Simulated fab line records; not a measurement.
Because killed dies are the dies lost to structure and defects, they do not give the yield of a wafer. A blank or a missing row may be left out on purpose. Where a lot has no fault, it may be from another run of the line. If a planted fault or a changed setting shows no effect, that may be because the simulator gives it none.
Struck lot and sound lot, side by side :: flow nand-harc :: 15 steps out of a route of 1159
Sound: the wafers L156.4, L156.5, L156.6. Wafers struck: L174.3, L174.5, L174.6. Last of all comes the cause.
At each step with rows: each side's tool, then ch and its chambers, then its first start. Under that, the readings that differ: sound wafers :: struck wafers :: difference of the means :: sigmas: that difference in standard deviations of wafers without a fault.
alike: same words and numbers on both sides, and readings whose means sit less than 2 such deviations apart. not compared: any withheld reading, any reading some wafer has no value for, any bound like >300 that may hide the same value, and any number with overlapping values for which the record gives no deviation.
The two part at a step that has a row with sigmas, a row that says differs or no value, or rows on one side only. Numbers that have no deviation but don't overlap get no sigmas and don't part them. A reading that every wafer of one side lacks parts them only if that side has two wafers or more.

first, 4 steps without rows for these wafers: NHARC_P_GATE_EBR_07; NHARC_P_GATE_EXPOSE_08 (exposes mask P HV); NHARC_P_GATE_PEB_09 (peb time 85 s); NHARC_P_GATE_DEVELOP_10 (time 70 s).
NHARC_P_GATE_CD_MEAS_11: the cd target is 1640 nm.
  sound on cd-sem-02 ch 0, day 4 04:19; struck on cd-sem-01 ch 0, day 8 15:02
  alike: cd-nm
then, 1 step without rows for these wafers: NHARC_P_GATE_HARDBAKE_12 (time 80 s).
NHARC_P_GATE_DESCUM_13: chemistry O2, time 3 s.
  sound on rie-diel-11 ch 0,1,2, day 4 04:30; struck on rie-diel-11 ch 1,2, day 8 15:16
  alike: drypump-motor-current-A, o2-flow-sccm, oes-product-au, rf-vpp-V, showerhead-plenum-p-Torr, throttle-valve-pct
  not compared: rf-hours-counter-h
then, 5 steps without rows for these wafers: NHARC_P_GATE_ETCH_14 (etches SiO2 in dHF, target depth 48.8 nm); NHARC_P_GATE_STRIP_15 (strips in SPM, time 780 s); NHARC_P_GATE_PRECLEAN_71 (cleans in SC1); NHARC_P_GATE_SRD_72; NHARC_P_GATE_OXIDE_16 (material SiO2, target thk 3 nm, ox time 392 s).
NHARC_P_GATE_CVD_17: deposits poly-Si, target thk 150 nm, time 900 s.
  struck on lpcvd-poly-04, day 9 00:37; sound on lpcvd-poly-04 ch 0, day 4 14:02
  no value came back on the struck wafers for any of 7 readings (run-length-s (s), spike-tc-bottom-C (C) and others); on the sound wafers run-length-s (s) reads 901.4 901.4 901.4
NHARC_P_GATE_HM_DEP_102: deposits aC, target thk 120 nm.
  sound on acl-dep-01 ch 0, day 4 16:58; struck on acl-dep-02 ch 0, day 9 03:28
  alike: throttle-valve-pct
-- break in the record here, with 15 days between the starts of the struck wafers on either side (left off in module P_GATE, picked up again in module END, where the first step shown is number 1159 on the route) --
NHARC_END_SORT_01:
  only the struck wafers appear in the record here, on prober-02 ch 0 at day 23 15:33; the sound ones have no rows

== WHERE THEY PART ==
Earliest at NHARC_P_GATE_CVD_17; latest, in this record, at NHARC_END_SORT_01.

WHY: the cause the simulator had injected
Entire step skipped (lpcvd-poly-04, NHARC_P_GATE_CVD_17), from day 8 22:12 onward. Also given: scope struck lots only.
